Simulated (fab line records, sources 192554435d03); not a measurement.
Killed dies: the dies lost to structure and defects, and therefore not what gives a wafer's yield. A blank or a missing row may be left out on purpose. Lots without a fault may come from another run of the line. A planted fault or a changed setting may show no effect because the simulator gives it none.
fab line records + flow n5Finfet
record:
- lots: 5
- wafers: 14
- lastDay: 17
route steps=1938 shown BEOL_M11@1582 PASSIVATION@1936
lots that met no fault: taken from a fault-free run of the same line
startH: start of the lot's first displayed wafer, in hours after the record's first day + waitH: how many hours have passed since the lot's step before this one + " same as the row above + L1.1+2: a row that stands for several wafers + - value missing, or start not given + * or withheld: withheld + < > ~ a bound
route shown NAME@n: NAME is a module with steps in the file, n the number in the route of the first one + usual: mean/standard deviation taken from wafers without a fault + same: alike in all rows + chamber/n: place in a boat + sites: the reading at each site + _std_site: the values' standard deviation + _edge_site: the outer-site mean with the inner-site mean subtracted + radiusMm: how far each site lies from the wafer's centre + mask NAME#n: copy n + behind: the tool/chamber that last shaped the wafer + hold: cause of the lot's hold/its duration in hours/its outcome + device: whichever transistor did not switch (one of n, p or np) + end of line: the same wafers' tests at the end of the route + where a step has no rows: the recipe by itself + killed: at the first sort, the dies lost to defects and structure; wafer yield is something else + map: dies across one wafer; x = killed, . = not, _ = none there
set.NAME: the setting that was run; set.NAME@STEP: the one run at that earlier step + model.NAME: the simulator's own value behind a step, which no gauge read
a table for each step, a row for each wafer; lots at some steps of the route
services: a tool's chamber out of use, with start hour (startH, from the record's first day; less than 0 if before it), hours out, and reason
== steps ==
step: N5_BEOL_M11_HM_STRIP_39
recipe:
- chemistry: peroxideTinStrip
- material: TiN
- targetDepthA: 250
- tempC: 50
- timeS: 158
step: N5_BEOL_M11_SRD_40
recipe:
- timeS: 30
- tempC: 23
- rinseLiquid: diw
- dry: ipaMarangoni
step: N5_BEOL_M11_PRECLEAN_42
recipe:
- chemistry: residueRemover
- timeS: 60
- tempC: 40
step: N5_BEOL_M11_SRD_43
recipe:
- timeS: 30
- tempC: 23
- rinseLiquid: diw
- dry: ipaMarangoni
step: N5_BEOL_M11_CD_MEAS_35
recipe:
- targetCdNm: 70
- polarity: opening
usual:
- cdNm: 70.0/0.82
| lot.wafer | tool     | chamber | startH | waitH | cdNm |
|-----------|----------|---------|--------|-------|------|
| L171.2    | cdSem-02 | -       | 249.04 | 0.0   | 70.0 |
| L171.4    | "        | -       | "      | "     | 70.2 |
| L171.6    | "        | -       | "      | "     | 70.1 |
| L176.3    | cdSem-03 | -       | 273.74 | 0.0   | 69.6 |
| L176.4    | "        | -       | "      | "     | 70.1 |
| L176.5    | "        | -       | "      | "     | 69.3 |
| L184.1    | cdSem-02 | -       | 313.85 | 0.0   | 70.2 |
| L184.5    | "        | -       | "      | "     | 69.9 |
| L190.1    | cdSem-01 | -       | 340.35 | 0.0   | 70.9 |
| L190.3    | "        | -       | "      | "     | 70.1 |
| L190.4    | "        | -       | "      | "     | 70.5 |
| L193.3    | cdSem-02 | -       | 383.41 | 0.0   | 69.6 |
| L193.4    | "        | -       | "      | "     | 70.3 |
| L193.6    | "        | -       | "      | "     | 69.6 |
step: N5_BEOL_M11_CURE_72
recipe:
- tempC: 370
- timeS: 120
- ambient: DMADMS/He
- material: SiCOH_lowk
step: N5_BEOL_M11_DEGAS_44
recipe:
- ambient: vacuum
- tempC: 250
- timeS: 60
usual:
- heaterPowerW: 347/52
| lot.wafer | tool          | chamber | startH | waitH | heaterPowerW |
|-----------|---------------|---------|--------|-------|--------------|
| L171.2    | pvdSputter-01 | -       | 249.47 | 0.3   | 312          |
| L171.4    | "             | -       | "      | "     | 351          |
| L171.6    | "             | -       | "      | "     | 457          |
| L176.3    | pvdSputter-03 | -       | 274.33 | 0.4   | 318          |
| L176.4    | "             | -       | "      | "     | 354          |
| L176.5    | "             | -       | "      | "     | 322          |
| L184.1    | pvdSputter-01 | -       | 314.23 | 0.3   | 342          |
| L184.5    | "             | -       | "      | "     | 472          |
| L190.1    | pvdSputter-03 | -       | 341.13 | 0.6   | 321          |
| L190.3    | "             | -       | "      | "     | 324          |
| L190.4    | "             | -       | "      | "     | 321          |
| L193.3    | pvdSputter-01 | -       | 383.77 | 0.2   | 360          |
| L193.4    | "             | -       | "      | "     | 304          |
| L193.6    | "             | -       | "      | "     | 443          |
step: N5_BEOL_M11_PRE_CLEAN_45
recipe:
- gas: H2/He
- timeS: 30
- tempC: 250
usual:
- heaterPowerW: 346/51
| lot.wafer | tool          | chamber | startH | waitH | heaterPowerW |
|-----------|---------------|---------|--------|-------|--------------|
| L171.2    | pvdSputter-01 | -       | 249.51 | 0.0   | 301          |
| L171.4    | "             | -       | "      | "     | 360          |
| L171.6    | "             | -       | "      | "     | 446          |
| L176.3    | pvdSputter-03 | -       | 274.37 | 0.0   | 322          |
| L176.4    | "             | -       | "      | "     | 361          |
| L176.5    | "             | -       | "      | "     | 318          |
| L184.1    | pvdSputter-01 | -       | 314.27 | 0.0   | 346          |
| L184.5    | "             | -       | "      | "     | 444          |
| L190.1    | pvdSputter-03 | -       | 341.17 | 0.0   | 319          |
| L190.3    | "             | -       | "      | "     | 315          |
| L190.4    | "             | -       | "      | "     | 322          |
| L193.3    | pvdSputter-01 | -       | 383.81 | 0.0   | 354          |
| L193.4    | "             | -       | "      | "     | 300          |
| L193.6    | "             | -       | "      | "     | 472          |
step: N5_BEOL_M11_ALD_74
recipe:
- material: TaN
- targetThkA: 20
- tempC: 275
- aldPrecursorFamily: PDMAT
- aldCoReactant: NH3
- pressureTorr: 3
- carrierFlowSccm: 1500
- pulseTimeS: 2
- purgeTimeS: 3
- coReactantPurgeTimeS: 2
- coReactantPulseTimeS: 3
- aldCycles: 40
- precursorVesselTempC: 75
- precursorVesselPressureTorr: 26.25
- precursorVesselCarrierSccm: 1000
usual:
- heaterPowerW: 445/54
same:
- aldCycles: 40
| lot.wafer | tool        | chamber | startH | waitH | heaterPowerW |
|-----------|-------------|---------|--------|-------|--------------|
| L171.2    | aldMetal-02 | 2       | 249.58 | 0.0   | 406          |
| L171.4    | "           | 3       | "      | "     | 391          |
| L171.6    | "           | 1       | "      | "     | 543          |
| L176.3    | aldMetal-01 | 2       | 274.45 | 0.1   | 443          |
| L176.4    | "           | 0       | "      | "     | 386          |
| L176.5    | "           | 2       | "      | "     | 444          |
| L184.1    | aldMetal-04 | 1       | 314.33 | 0.0   | 449          |
| L184.5    | "           | 1       | "      | "     | 441          |
| L190.1    | aldMetal-02 | 0       | 341.38 | 0.2   | 500          |
| L190.3    | "           | 1       | "      | "     | 555          |
| L190.4    | "           | 2       | "      | "     | 413          |
| L193.3    | aldMetal-01 | 2       | 383.90 | 0.1   | 435          |
| L193.4    | "           | 1       | "      | "     | 456          |
| L193.6    | "           | 2       | "      | "     | 446          |
step: N5_BEOL_M11_SURFACE_TREAT_76
recipe:
- gas: Ar
- timeS: *
- ionEnergyEv: *
- ionCurrentMaCm2: 0.5
- pressureMtorr: *
- arFlowSccm: 30
step: N5_BEOL_M11_CVD_75
recipe:
- material: Co
- targetThkA: 20
- tempC: withheld
- precursor: CCTBA/H2
- pressureTorr: 30
- timeS: 138.9
step: N5_BEOL_M11_SPUTTER_48
recipe:
- material: Cu
- targetThkA: 120
- tempC: -20
- biasV: 60
- powerW: 26000
- chamberPressurePa: 0.13
- timeS: 2
usual:
- throttleValvePct: 30.1/0.98
| lot.wafer | tool          | chamber | startH | waitH | throttleValvePct |
|-----------|---------------|---------|--------|-------|------------------|
| L171.2    | pvdSputter-03 | -       | 250.05 | 0.1   | 30.5             |
| L171.4    | "             | -       | "      | "     | 32.1             |
| L171.6    | "             | -       | "      | "     | 32.1             |
| L176.3    | pvdSputter-03 | -       | 275.13 | 0.1   | 31.1             |
| L176.4    | "             | -       | "      | "     | 32.1             |
| L176.5    | "             | -       | "      | "     | 30.8             |
| L184.1    | pvdSputter-01 | -       | 314.97 | 0.2   | 28.3             |
| L184.5    | "             | -       | "      | "     | 29.7             |
| L190.1    | pvdSputter-01 | -       | 343.05 | 0.1   | 30.3             |
| L190.3    | "             | -       | "      | "     | 28.2             |
| L190.4    | "             | -       | "      | "     | 29.4             |
| L193.3    | pvdSputter-01 | -       | 385.86 | 1.2   | 30.3             |
| L193.4    | "             | -       | "      | "     | 29.6             |
| L193.6    | "             | -       | "      | "     | 30.3             |
step: N5_BEOL_M11_ECD_50
recipe:
- material: Cu
- targetThkA: 3180
| lot.wafer | tool     | chamber | startH | waitH | model.Cu_of_BEOL_M11_ECD_50.thkNm |
|-----------|----------|---------|--------|-------|-----------------------------------|
| L171.2    | ecdCu-02 | 1       | 250.17 | 0.1   | 318.4                             |
| L171.4    | "        | 0       | "      | "     | 319.8                             |
| L171.6    | "        | 1       | "      | "     | 324.2                             |
| L176.3    | ecdCu-01 | 1       | 275.27 | 0.1   | 317.2                             |
| L176.4    | "        | 0       | "      | "     | 315.4                             |
| L176.5    | "        | 1       | "      | "     | 313.2                             |
| L184.1    | ecdCu-01 | 0       | 315.09 | 0.1   | 548                               |
| L184.5    | "        | 1       | "      | "     | 552.8                             |
| L190.1    | ecdCu-02 | 0       | 343.17 | 0.1   | 319.8                             |
| L190.3    | "        | 0       | "      | "     | 323                               |
| L190.4    | "        | 1       | "      | "     | 321.4                             |
| L193.3    | ecdCu-01 | 0       | 386.01 | 0.1   | 322.4                             |
| L193.4    | "        | 1       | "      | "     | 315                               |
| L193.6    | "        | 1       | "      | "     | 317                               |
step: N5_BEOL_M11_ANNEAL_51
recipe:
- tempC: 225
- timeS: 90
- ambient: N2
usual:
- wafer_temp_C_max: 225.9/0.36
| lot.wafer | tool         | chamber | startH | waitH | wafer_temp_C_max |
|-----------|--------------|---------|--------|-------|------------------|
| L171.2    | rtpAnneal-02 | 0       | 250.33 | 0.1   | 226.0            |
| L171.4    | "            | 0       | "      | "     | 226.3            |
| L171.6    | "            | 0       | "      | "     | 226.1            |
| L176.3    | rtpAnneal-01 | 0       | 275.67 | 0.4   | 225.8            |
| L176.4    | "            | 0       | "      | "     | 225.6            |
| L176.5    | "            | 0       | "      | "     | 225.8            |
| L184.1    | rtpAnneal-01 | 0       | 315.45 | 0.3   | 225.9            |
| L184.5    | "            | 0       | "      | "     | 225.9            |
| L190.1    | rtpAnneal-02 | 0       | 343.28 | 0.1   | 226.2            |
| L190.3    | "            | 0       | "      | "     | 225.6            |
| L190.4    | "            | 0       | "      | "     | 226.5            |
| L193.3    | rtpAnneal-02 | 0       | 386.18 | 0.1   | 226.4            |
| L193.4    | "            | 0       | "      | "     | 226.2            |
| L193.6    | "            | 0       | "      | "     | 225.9            |
step: N5_BEOL_M11_CMP_52
recipe:
- stopOn: SiCOH_lowk
- tOverpolishS: 7
- downForcePsi: 1
- platenRpm: 50
- clearingPlatenDownForcePsi: 1.5
- clearingPlatenRpm: 50
- postCmpClean: cuAlkaline
- targetThkNm: 140
- clearingPlatenPadVelocityMS: 0.99484
- padVelocityMS: 0.99484
usual:
- motorCurrentA: 6.1/0.41
- timeToEndpointS: 65.8/2.8
| lot.wafer | tool   | chamber | startH | waitH | motorCurrentA | timeToEndpointS |
|-----------|--------|---------|--------|-------|---------------|-----------------|
| L171.4    | cmp-01 | 2       | 250.63 | 0.2   | 6.2           | 65.5            |
| L171.2    | "      | 0       | "      | "     | 5.8           | 69.3            |
| L171.6    | "      | 1       | "      | "     | 6.3           | 69.6            |
| L176.3    | cmp-01 | 2       | 275.92 | 0.2   | 6.3           | 67.0            |
| L176.4    | "      | 0       | "      | "     | 6.1           | 68.4            |
| L176.5    | "      | 2       | "      | "     | 6.5           | 63.5            |
| L184.1    | cmp-01 | 0       | 315.75 | 0.3   | 5.6           | 114.3           |
| L184.5    | "      | 0       | "      | "     | 5.9           | 113.0           |
| L190.1    | cmp-01 | 1       | 343.66 | 0.3   | 6.5           | 68.4            |
| L190.4    | "      | 2       | "      | "     | 6.1           | 63.8            |
| L190.3    | "      | 3       | "      | "     | 6.2           | 66.1            |
| L193.4    | cmp-01 | 1       | 386.38 | 0.1   | 6.2           | 63.0            |
| L193.3    | "      | 0       | "      | "     | 5.9           | 66.2            |
| L193.6    | "      | 1       | "      | "     | 6.0           | 62.9            |
step: N5_BEOL_M11_THK_MEAS_53
recipe:
- thkMeasGauge: xrf
- reads: Cu_of_BEOL_M11_ECD_50
usual:
- M11_THK: 140/3.1
| lot.wafer | tool         | chamber | startH | waitH | M11_THK[nm] |
|-----------|--------------|---------|--------|-------|-------------|
| L171.2    | filmMetro-01 | -       | 250.89 | -     | 141         |
| L171.4    | "            | -       | "      | "     | 134         |
| L171.6    | "            | -       | "      | "     | 134         |
| L176.3    | filmMetro-02 | -       | 276.18 | -     | 134         |
| L176.4    | "            | -       | "      | "     | 140         |
| L176.5    | "            | -       | "      | "     | 140         |
| L184.1    | filmMetro-02 | -       | 316.04 | -     | 141         |
| L184.5    | "            | -       | "      | "     | 141         |
| L190.1    | filmMetro-02 | -       | 343.95 | -     | 139         |
| L190.3    | "            | -       | "      | "     | 141         |
| L190.4    | "            | -       | "      | "     | 140         |
| L193.3    | filmMetro-01 | -       | 386.68 | -     | 140         |
| L193.4    | "            | -       | "      | "     | 140         |
| L193.6    | "            | -       | "      | "     | 139         |
step: N5_PASSIVATION_PROBE_49
usual:
- defectLimitedYield: 91.5/1.7
- killed_at_M0_to_M3: 33/11
- killed_at_M4_up: 13/5.2
- killedAtContacts: 11/5.7
- killedAtFrontEnd: 39/11
- killedAtOther: 4/3
- killedDies: 101/20
- killedOnRim: 13/4.1
- killedOpen: 66/15
- killedShort: 33/8.4
- sort_bin_5_function: 5.0/1.1
- sort_bin_6_memory: 3.2/0.69
- sort_bin_8_speed: 0.1/0.52
- sortNPass: 1078/20
- sortYieldPct: 91.4/1.7
same:
- grossDies: 1180
- killedAtBackSide: 0
- sort_bin_4_leakage[%]: 0
| lot.wafer | tool      | chamber | startH | waitH | defectLimitedYield[%] | killed_at_M0_to_M3 | killed_at_M4_up | killedAtContacts | killedAtFrontEnd | killedAtOther | killedDies | killedOnRim | killedOpen | killedShort | sort_bin_5_function[%] | sort_bin_6_memory[%] | sort_bin_8_speed[%] | sortNPass | sortYieldPct[%] |
|-----------|-----------|---------|--------|-------|-----------------------|--------------------|-----------------|------------------|------------------|---------------|------------|-------------|------------|-------------|------------------------|----------------------|---------------------|-----------|-----------------|
| L171.2    | prober-01 | -       | 287.56 | 0.1   | 91.9                  | 38                 | 14              | 10               | 26               | 7             | 95         | 10          | 67         | 26          | 4.8                    | 3.2                  | 0                   | 1085      | 91.9            |
| L171.4    | prober-01 | -       | 287.66 | 0.2   | 91.4                  | 32                 | 14              | 10               | 36               | 10            | 102        | 16          | 58         | 43          | 5.3                    | 2.8                  | 0                   | 1078      | 91.4            |
| L171.6    | prober-01 | -       | 287.76 | 0.3   | 91.2                  | 36                 | 13              | 16               | 38               | 1             | 104        | 21          | 64         | 36          | 4.5                    | 4.0                  | 0                   | 1076      | 91.2            |
| L184.1    | prober-01 | -       | 354.10 | 0.0   | 88.7                  | 52                 | 10              | 17               | 50               | 4             | 133        | 19          | 95         | 38          | 6.5                    | 4.5                  | 0                   | 1047      | 88.7            |
| L184.5    | prober-01 | -       | 354.30 | 0.2   | 91.4                  | 40                 | 13              | 6                | 39               | 3             | 101        | 10          | 68         | 33          | 6.0                    | 2.4                  | 0                   | 1079      | 91.4            |
| L190.1    | prober-01 | -       | 386.67 | 0.0   | 90.9                  | 32                 | 8               | 12               | 51               | 4             | 107        | 13          | 72         | 34          | 5.0                    | 3.6                  | 0                   | 1073      | 90.9            |
| L190.3    | prober-01 | -       | 386.77 | 0.1   | 92.5                  | 26                 | 9               | 12               | 36               | 5             | 88         | 4           | 57         | 30          | 3.9                    | 3.1                  | 0                   | 1092      | 92.5            |
| L190.4    | prober-01 | -       | 386.82 | 0.2   | 92.5                  | 28                 | 5               | 11               | 33               | 12            | 89         | 13          | 48         | 38          | 4.5                    | 2.5                  | 0                   | 1091      | 92.5            |
killed by level:class
L171.2 BEOL_M3:geometricParticle:open=14 BEOL_M2:geometricParticle:open=8 BEOL_M0_SAQP:geometricParticle:open=7 BEOL_M4:geometricParticle:open=7 MOL_CONTACT_COAG:geometricParticle:open=7 FIN_SAQP:geometricParticle:open=6 BEOL_M0_SAQP:geometricParticle:short=5 DUMMY_GATE:geometricParticle:open=3
L171.4 BEOL_M4:geometricParticle:open=8 FIN_SAQP:geometricParticle:short=7 MOL_CONTACT_COAG:geometricParticle:open=7 BEOL_M2:geometricParticle:open=7 FIN_SAQP:geometricParticle:open=6 STI_FIN_REVEAL:geometricParticle:open=6 BEOL_M0_SAQP:geometricParticle:short=6 BEOL_M1:geometricParticle:open=5
L171.6 MOL_CONTACT_COAG:geometricParticle:open=12 STI_FIN_REVEAL:geometricParticle:open=9 BEOL_M1:geometricParticle:open=8 BEOL_M0_SAQP:geometricParticle:short=8 BEOL_M2:geometricParticle:open=6 ILD0:geometricParticle:open=5 BEOL_M4:geometricParticle:open=5 GATE_CUT:geometricParticle:short=4
L184.1 BEOL_M0_SAQP:geometricParticle:open=15 STI_FIN_REVEAL:geometricParticle:open=14 MOL_CONTACT_COAG:geometricParticle:open=13 FIN_SAQP:geometricParticle:short=9 BEOL_M2:geometricParticle:open=9 BEOL_M3:geometricParticle:open=9 GATE_CUT:geometricParticle:open=7 BEOL_M1:geometricParticle:open=7
L184.5 BEOL_M3:geometricParticle:open=13 FIN_SAQP:geometricParticle:open=8 GATE_CUT:geometricParticle:open=6 MOL_CONTACT_COAG:geometricParticle:open=6 BEOL_M0_SAQP:geometricParticle:open=6 BEOL_M4:geometricParticle:open=6 BEOL_M2:geometricParticle:short=5 GATE_CUT:geometricParticle:short=5
L190.1 BEOL_M3:geometricParticle:open=15 FIN_SAQP:geometricParticle:open=11 FIN_SAQP:geometricParticle:short=10 MOL_CONTACT_COAG:geometricParticle:open=10 GATE_CUT:geometricParticle:short=9 GATE_CUT:geometricParticle:open=9 BEOL_M2:geometricParticle:open=6 BEOL_M0_SAQP:geometricParticle:open=5
L190.3 BEOL_M3:geometricParticle:open=12 MOL_CONTACT_COAG:geometricParticle:open=11 GATE_CUT:geometricParticle:short=8 FIN_SAQP:geometricParticle:open=7 FIN_SAQP:geometricParticle:short=6 DUMMY_GATE:geometricParticle:open=5 BEOL_M2:geometricParticle:open=4 BEOL_M4:geometricParticle:open=4
L190.4 BEOL_M3:geometricParticle:open=14 FIN_SAQP:geometricParticle:open=7 GATE_CUT:geometricParticle:short=7 BEOL_M0_SAQP:geometricParticle:short=7 MOL_CONTACT_COAG:geometricParticle:open=6 MOL_CONTACT_COAG:geometricParticle:short=5 STI_FIN_REVEAL:geometricParticle:open=4 STARTING-WAFER:geometricParticle:short=4
== services ==
| tool          | chamber | startH | hours | kind                          |
|---------------|---------|--------|-------|-------------------------------|
| cmp-01        | -       | 231.61 | 2.1   | repair                        |
| aldMetal-01   | -       | 245.27 | 1.1   | repair                        |
| ecdCu-01      | -       | 272.53 | 0.3   | repair                        |
| rtpAnneal-01  | -       | 290.55 | 5.1   | pm                            |
| cmp-01        | -       | 294.23 | 3.9   | repair                        |
| cmp-01        | -       | 298.98 | 4.0   | pm                            |
| cmp-01        | -       | 302.98 | -     | consumableReplace:conditioner |
| cmp-01        | -       | 302.98 | -     | consumableReplace:pad         |
| ecdCu-01      | -       | 304.98 | 1.4   | repair                        |
| cmp-01        | -       | 313.44 | 1.2   | repair                        |
| aldMetal-01   | 2       | 325.11 | 29.9  | repair                        |
| ecdCu-02      | -       | 334.37 | 0.7   | repair                        |
| aldMetal-04   | -       | 338.55 | 1.0   | repair                        |
| aldMetal-01   | -       | 339.55 | 6.0   | pm                            |
| aldMetal-01   | -       | 350.12 | 1.0   | repair                        |
| pvdSputter-01 | -       | 354.49 | 2.5   | repair                        |
| aldMetal-04   | 1       | 359.88 | 18.0  | repair                        |
| cmp-01        | -       | 367.52 | 13.8  | pm                            |
| ecdCu-02      | -       | 370.60 | 5.5   | pm                            |
| ecdCu-01      | -       | 376.60 | 5.3   | pm                            |
| cmp-01        | -       | 381.38 | 2.1   | repair                        |
== key ==
firstSign:
- step: N5_BEOL_M11_CMP_52
- reading: timeToEndpointS
- direction: up
- sigmas: 17
- usual: *
- struck: *
effect none on later readings
modelEffect:
- step: N5_BEOL_M11_ECD_50
- value: Cu_of_BEOL_M11_ECD_50.thkNm
- without: 321.7
- struck: 550.4
metAt N5_BEOL_M11_ECD_50
struckWafers L184.1,L184.5
onsetBetween 275.27 315.09
alsoFits N5_BEOL_M11_ALD_74:aldMetal-04,N5_BEOL_M11_ANNEAL_51:rtpAnneal-01
fault:
- kind: processParameterDrift
- tool: ecdCu-01
- chamber: -
- onsetH: 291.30
- steps: N5_BEOL_M11_ECD_50
- channel: targetThkA
- offset: *
- shape: step
- endH: 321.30
- scope: struckWafersOnly
- actsIn: *
- stated: *
